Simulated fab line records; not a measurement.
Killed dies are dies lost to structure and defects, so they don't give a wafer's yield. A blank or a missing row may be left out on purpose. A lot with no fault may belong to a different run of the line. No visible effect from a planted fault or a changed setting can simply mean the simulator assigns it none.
Which of the tools did it? ; flow nand_harc ; at 1 step of a route of 1302, 14 lots with 42 wafers sampled

WHAT THE GAUGES SHOWED, per wafer
NHARC_A_SLIT_CD_MEAS_09: the cd target is 300 nm.
lot;measured;on;cd_nm (nm)
L591;day 19 21:24;cd_sem-02;300.7 300.6 300.9
L593;day 20 13:22;cd_sem-03;300.5 300.3 299.6
L594;day 20 13:43;cd_sem-01;299.4 300.2 299.6
L599;day 23 01:05;cd_sem-03;300.0 300.1 298.6
L597;day 23 01:23;cd_sem-02;299.0 300.3 300.4
L600;day 23 15:20;cd_sem-02;298.9 299.6 299.8
L602;day 23 22:08;cd_sem-03;298.2 299.0 299.6
L603;day 24 10:36;cd_sem-01;300.7 299.6 301.1
L607;day 26 10:46;cd_sem-03;300.4 299.5 299.8
L608;day 26 20:03;cd_sem-02;299.1 300.3 299.7
L611;day 27 13:38;cd_sem-01;300.5 299.7 299.1
L614;day 28 16:24;cd_sem-01;300.1 300.5 300.0
L613;day 28 16:34;cd_sem-02;300.2 299.7 298.8
L612;day 28 17:47;cd_sem-01;300.4 299.8 300.7

TOOL THAT RAN EACH LOT (tool first, then ch and the chambers of the sampled wafers, then the start)
The record holds no process step before these readings.

AS READ BY THE TOOLS THEMSELVES (means over the sampled wafers that have a number; for cases with no such wafer, the mark the record gives instead)
The record holds no such reading with a usual standard deviation.

THE ANSWER, worked out from the rows above alone
Rule: the lots themselves supply what counts as usual. The widest of any qualifying gaps counts: lots, ordered by their means at a reading, are off when they make up no more than a third of the lots, leave a main group of 4 or more, and stand apart from it by 3 or more times the standard deviation of that group's means. If all means in a main group match to the digits the tables above print for the reading, that group is not used. A lot without any number at a reading at which 4 lots or more have one is off too. Where the step has rows for the other lots, those lots are counted as sound. After the gauges, taken in route order, come the tools' own readings; for these a lot's mean is taken, as printed above. At the first step where some lot is off, the reading lying furthest off is the one used; lots without a number count as furthest.
None of the lots is off at any reading shown; this tells nothing.

WHAT THE SIMULATOR HAD PUT IN
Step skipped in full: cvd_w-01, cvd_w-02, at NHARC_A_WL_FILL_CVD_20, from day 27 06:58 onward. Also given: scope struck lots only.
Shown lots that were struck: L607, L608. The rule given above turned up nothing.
